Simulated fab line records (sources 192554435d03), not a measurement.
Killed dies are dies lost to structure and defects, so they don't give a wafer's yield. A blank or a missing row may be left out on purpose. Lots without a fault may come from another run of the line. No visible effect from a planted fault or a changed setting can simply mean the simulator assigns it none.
Comparing a struck lot with a sound one || flow n5-finfet || 15 steps out of a route of 1938
Sound: the wafers L850.1, L850.3, L850.5. Struck: wafer L847.2 (left out: L847.3, L847.4 of the same lot, which were not struck); the cause appears at the end.
Per side, at each step with rows, come the tool, then ch with its chambers, and then its first start. Under that, the readings that differ: sound wafers || struck wafers || difference of the means || sigmas: that difference in standard deviations of wafers without a fault.
alike: words and numbers the same on both sides, and readings whose means are apart by under 2 such deviations; not compared: readings that were withheld, readings missing a value for some wafer, numbers with overlapping values and no deviation given by the record, and bounds like >300 which may hide the same value.
The two part at a step that has a row with sigmas, a row that says differs or no value, or rows on one side only. Numbers that don't overlap but have no deviation are shown without sigmas and don't part them. A reading missing from all wafers of one side parts the sides only when that side holds two or more wafers.

first, 4 steps without rows for these wafers: N5_SD_EPI_P_SOFTBAKE_04 (time 60 s); N5_SD_EPI_P_EXPOSE_06 (exposes mask SD P BLK, target cd 240 nm); N5_SD_EPI_P_PEB_07 (peb time 60 s); N5_SD_EPI_P_DEVELOP_08 (develop time 30 s).
N5_SD_EPI_P_CD_MEAS_09 targets a cd of 240 nm.
  sound on cd-sem-03 ch 0, day 6 11:23; struck on cd-sem-02 ch 0, day 5 19:04
  alike: cd-nm
N5_SD_EPI_P_OVL_MEAS_10:
  sound on overlay-01 ch 0, day 6 11:25; struck on overlay-01 ch 0, day 5 19:05
  alike: SD_P_BLK_OVL
N5_SD_EPI_P_INSPECT_11: inspects for defects (macro).
  sound on defect-inspect-01, day 6 11:26; struck on defect-inspect-01, day 5 19:07
  alike: raw-defect-count
N5_SD_EPI_P_DESCUM_14: chemistry O2, time 7.9 s.
  sound on rie-diel-02 ch 0,1,2, day 6 11:29; struck on rie-diel-06 ch 3, day 5 19:09
{"reading": "oes-product-au (a.u.)", "sound": "0.76 0.78 0.89", "struck": 0.69, "difference": -0.12, "sigmas": -3}
  alike: drypump-motor-current-A, rf-vpp-V, showerhead-plenum-p-Torr, throttle-valve-pct
  not compared: rf-hours-counter-h
N5_SD_EPI_P_ETCH_36: etches SiARC in CF4, target depth 45.5 nm, time 75.8 s.
  sound on rie-diel-02 ch 0,1,2, day 6 11:31; struck on rie-diel-06 ch 3, day 5 19:11
{"reading": "oes-product-au (a.u.)", "sound": "0.65 0.67 0.77", "struck": 0.59, "difference": -0.11, "sigmas": -3}
  alike: drypump-motor-current-A, etch-rf-on-time-s, rf-vpp-V, showerhead-plenum-p-Torr, throttle-valve-pct
  not compared: rf-hours-counter-h
N5_SD_EPI_P_ETCH_37: etches SOC in N2/H2, overetch 108 nm, time 486 s.
  sound on rie-diel-02 ch 0,1,2, day 6 11:34; struck on rie-diel-06 ch 3, day 5 19:14
{"reading": "oes-product-au (a.u.)", "sound": "0.68 0.71 0.81", "struck": 0.62, "difference": -0.11, "sigmas": -3}
  alike: drypump-motor-current-A, rf-vpp-V, showerhead-plenum-p-Torr, throttle-valve-pct
  not compared: rf-hours-counter-h
then, 1 step without rows for these wafers: N5_SD_EPI_P_STRIP_38 (strips in N2/H2).
N5_SD_EPI_P_ETCHBACK_46: etches SiNx in CH3F/O2, stops on SiO2, target depth 17.5 nm.
  sound on rie-diel-02 ch 0,1,2, day 6 11:54; struck on rie-diel-06 ch 3, day 5 19:34
{"reading": "oes-product-au (a.u.)", "sound": "0.65 0.68 0.76", "struck": 0.59, "difference": -0.11, "sigmas": -3}
  alike: drypump-motor-current-A, rf-vpp-V, showerhead-plenum-p-Torr, throttle-valve-pct
  not compared: rf-hours-counter-h
N5_SD_EPI_P_ETCH_47: etches SiOCN in CH3F/O2, target depth 25 nm.
  sound on rie-diel-02 ch 0,1,2, day 6 12:00; struck on rie-diel-06 ch 3, day 5 19:40
{"reading": "oes-product-au (a.u.)", "sound": "0.76 0.79 0.89", "struck": 0.92, "difference": "+0.11", "sigmas": "+2"}
{"reading": "model.etch.depth-nm (nm)", "sound": "24.91 25.02 25.17", "struck": 37.85, "difference": "+12.82", "sigmas": ""}
  alike: drypump-motor-current-A, rf-vpp-V, showerhead-plenum-p-Torr, throttle-valve-pct
  not compared: rf-hours-counter-h
N5_SD_EPI_P_ETCH_16: etches SiO2 in CHF3/O2, target depth 5 nm.
  sound on rie-diel-02 ch 0,1,2, day 6 12:06; struck on rie-diel-06 ch 3, day 5 19:46
{"reading": "oes-product-au (a.u.)", "sound": "0.76 0.79 0.89", "struck": 0.69, "difference": -0.12, "sigmas": -3}
  alike: drypump-motor-current-A, rf-vpp-V, showerhead-plenum-p-Torr, throttle-valve-pct
  not compared: rf-hours-counter-h
-- record jumps: 5 days separate the struck wafers' starts on either side; left off in module SD_EPI_P, taken up again in module BEOL_M4, whose first shown step is the route's number 1111 --
N5_BEOL_M4_RC_MEAS_101:
  sound on prober-02 ch 0, day 11 10:38; struck on prober-02 ch 0, day 10 17:31
{"reading": "DIBL_N (mV/V)", "sound": "38.9 37.4 37.7", "struck": 34.9, "difference": -3.1, "sigmas": -2}
  alike: DIBL_P, IOFF_N, IOFF_P, ION_N, ION_P, SS_N, SS_P, VT_N, VT_P

WHERE THEY PART
First at N5_SD_EPI_P_DESCUM_14; last, within this record, at N5_BEOL_M4_RC_MEAS_101.

WHY: whatever the simulator had introduced
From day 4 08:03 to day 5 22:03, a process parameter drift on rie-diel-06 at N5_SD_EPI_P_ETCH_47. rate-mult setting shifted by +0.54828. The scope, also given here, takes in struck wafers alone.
